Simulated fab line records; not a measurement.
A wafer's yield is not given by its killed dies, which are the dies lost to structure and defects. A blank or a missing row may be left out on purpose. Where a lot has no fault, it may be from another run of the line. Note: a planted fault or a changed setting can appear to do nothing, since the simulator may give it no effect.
Struck lot and sound lot, side by side || flow nandHarc || 40 steps out of a route of 1302
Sound: wafers L584.1, L584.5, L584.6. Struck: wafer L599.2 (L599.1, L599.3, from the same lot, were not struck and are left out); the cause is given at the end.
Each step with rows lists, per side, the tool, then ch with its chambers, then its first start. Under that, the readings that differ: sound wafers || struck wafers || difference of the means || sigmas: that difference in standard deviations of wafers without a fault.
alike: same words and numbers on both sides, and readings whose means sit less than 2 such deviations apart. not compared: any withheld reading, any reading some wafer has no value for, any bound like >300 that may hide the same value, and any number with overlapping values for which the record gives no deviation.
A row with sigmas, a row that says differs or no value, or rows on one side alone: a step with any of these is where the two part. Numbers that have no deviation but don't overlap get no sigmas and don't part them. A reading that every wafer of one side lacks parts them only if that side has two wafers or more.

first, 1 step without rows for these wafers: NHARC_P_BONDPAD_DEVELOP_08 (time 50 s).
NHARC_P_BONDPAD_CD_MEAS_09: target cd 500 nm.
  sound on cdSem-01 ch 0, day 8 05:11; struck on cdSem-02 ch 0, day 14 18:13
  alike: cdNm
NHARC_P_BONDPAD_OVL_MEAS_38:
  sound on overlay-02, day 8 05:16; struck on overlay-01, day 14 18:18
  alike: overlayXNm, overlayYNm
then, 3 steps without rows for these wafers: NHARC_P_BONDPAD_HARDBAKE_10 (time 65 s); NHARC_P_BONDPAD_DESCUM_11 (chemistry O2, time 3 s); NHARC_P_BONDPAD_ETCH_37 (etches the open film in N2/H2, target depth 60 nm, overetch 18 nm, time 65.91 s).
NHARC_P_BONDPAD_ETCH_12: etches the open film in CHF3/O2, target depth 200 nm, time 100 s.
  sound on rieDiel-07 ch 0,3; struck on rieDiel-07 ch 2
  alike: drypumpMotorCurrentA, o2FlowSccm, oesProductAu, rfFwdPowerW, rfVppV, showerheadPlenumPTorr, throttleValvePct
  not compared: rfHoursCounterH
NHARC_P_BONDPAD_CD_MEAS_13:
  sound on cdSem-01, day 8 05:42; struck on cdSem-03, day 14 18:47
{"reading": "cdNm (nm)", "sound": "497.2 499.6 496.2", "struck": 501.3, "difference": "+3.6", "sigmas": "+2"}
then, 3 steps without rows for these wafers: NHARC_P_BONDPAD_STRIP_15 (strips in O2); NHARC_P_BONDPAD_ETCH_24 (etches the open film in CF4/N2, target depth 30 nm, time 72.99 s); NHARC_P_BONDPAD_STRIP_16 (strips in post etch residue remover, time 600 s).
NHARC_P_BONDPAD_DEGAS_25: time 60 s.
  sound on pvdSputter-02, day 8 06:20; struck on pvdSputter-01, day 14 19:27
  alike: heaterPowerW
NHARC_P_BONDPAD_PRE_CLEAN_26: time 30 s.
  sound on pvdSputter-02, day 8 06:23; struck on pvdSputter-01, day 14 19:31
{"reading": "heaterPowerW (W)", "sound": "504 394 507", "struck": 378, "difference": -90, "sigmas": -2}
then, 4 steps without rows for these wafers: NHARC_P_BONDPAD_PVD_17 (deposits TaN, target thk 5 nm, time 8.06 s); NHARC_P_BONDPAD_PVD_27 (deposits Cu, target thk 30 nm, time 20.49 s); NHARC_P_BONDPAD_ECD_18 (material Cu, target thk 400 nm); NHARC_P_BONDPAD_ANNEAL_28 (time 90 s).
NHARC_P_BONDPAD_CMP_19: polishes, t overpolish 30 s, cu recess touch 16 s, target thk 160.81 nm.
  sound on cmp-01 ch 0,1,3, day 8 07:28; struck on cmp-01 ch 0, day 14 20:33
  alike: motorCurrentA, overpolishRunS
NHARC_P_BONDPAD_THK_MEAS_20: measures by xrf.
  sound on filmMetro-01, day 8 07:44; struck on filmMetro-02, day 14 20:52
  alike: thkNm
then, 15 steps without rows for these wafers: NHARC_P_BONDPAD_SRD_21 (time 30 s, dry time 20 s); NHARC_P_BONDPAD_ACTIVATE_29 (chemistry N2, time 60 s); NHARC_P_BONDPAD_PRECLEAN_30 (cleans in DIW, time 300 s); NHARC_P_BONDPAD_SRD_31 (time 30 s, dry time 20 s); NHARC_A_ZERO_WELL_PRECLEAN_00 (cleans in SPM, time 600 s); NHARC_A_ZERO_WELL_SRD_01; NHARC_A_ZERO_WELL_DEHYDRATE_02 (time 120 s); NHARC_A_ZERO_WELL_HMDS_03 (time 30 s); NHARC_A_ZERO_WELL_COAT_18 (time 65 s); NHARC_A_ZERO_WELL_COAT_04 (resist thk 600 nm); NHARC_A_ZERO_WELL_SOFTBAKE_05 (time 70 s); NHARC_A_ZERO_WELL_EBR_06; NHARC_A_ZERO_WELL_EXPOSE_07 (exposes mask A ZERO); NHARC_A_ZERO_WELL_PEB_08 (peb time 80 s); NHARC_A_ZERO_WELL_DEVELOP_09 (time 50 s).
NHARC_A_ZERO_WELL_CD_MEAS_10: target cd 2000 nm.
  sound on cdSem-02 ch 0, day 8 09:14; struck on cdSem-02 ch 0, day 14 22:25
  alike: cdNm
then, 1 step without rows for these wafers: NHARC_A_ZERO_WELL_HARDBAKE_11 (time 65 s).
NHARC_A_ZERO_WELL_DESCUM_12: chemistry O2, time 3 s.
  sound on rieDiel-10 ch 1,2,3, day 8 09:26; struck on rieDiel-10 ch 2, day 14 22:35
  alike: drypumpMotorCurrentA, o2FlowSccm, oesProductAu, rfVppV, showerheadPlenumPTorr, throttleValvePct
  not compared: rfHoursCounterH
NHARC_A_ZERO_WELL_ETCH_19: etches the open film in N2/H2, target depth 80 nm, overetch 24 nm, time 87.88 s.
  sound on rieDiel-10 ch 0,1, day 8 09:29; struck on rieDiel-10 ch 3, day 14 22:41
{"reading": "oesProductAu (a.u.)", "sound": "0.987 0.990 0.997", "struck": 1.016, "difference": "+0.025", "sigmas": "+3"}
{"reading": "rfFwdPowerW (W)", "sound": "399.0 397.3 398.3", "struck": 394.9, "difference": -3.3, "sigmas": -2}
  alike: drypumpMotorCurrentA, h2FlowSccm, n2FlowSccm, rfVppV, showerheadPlenumPTorr, throttleValvePct
  not compared: rfHoursCounterH
-- the record jumps here: 17 days lie between the struck wafers' starts before and after (it left off in module A_ZERO_WELL and takes up again in module THIN_TSV, whose first step shown is number 1244 of the route) --
NHARC_THIN_TSV_GRIND_00:
  sound on grinder-01 ch 0, day 24 23:48; struck on grinder-01 ch 0, day 32 00:00
{"reading": "hold", "sound": "- - -", "struck": "awaitDispo/1.6h/release", "difference": "no value on the sound wafers", "sigmas": ""}
{"reading": "motorCurrentA (A)", "sound": "11.989 11.970 12.032", "struck": 12.041, "difference": "+0.044", "sigmas": "+2"}
NHARC_END_SORT_01:
  sound on prober-02 ch 0, day 25 19:44; struck on prober-01 ch 0, day 33 01:44
{"reading": "hold", "sound": "- - -", "struck": "awaitDispo/2.8h/release", "difference": "no value on the sound wafers", "sigmas": ""}
{"reading": "defectLimitedYield (%)", "sound": "92.8 92.0 92.6", "struck": 76.5, "difference": -16.0, "sigmas": -6}
{"reading": "killedAtPeriphery", "sound": "3 4 4", "struck": 94, "difference": "+90", "sigmas": "+41"}
{"reading": "killedDies", "sound": "49 54 50", "struck": 159, "difference": "+108", "sigmas": "+5"}
  alike: killedAtArray, killedAtOther, killedOpen, killedShort

== WHERE THEY PART ==
First at NHARC_P_BONDPAD_CD_MEAS_13; last, within this record, at NHARC_END_SORT_01.

WHY: the cause the simulator had injected
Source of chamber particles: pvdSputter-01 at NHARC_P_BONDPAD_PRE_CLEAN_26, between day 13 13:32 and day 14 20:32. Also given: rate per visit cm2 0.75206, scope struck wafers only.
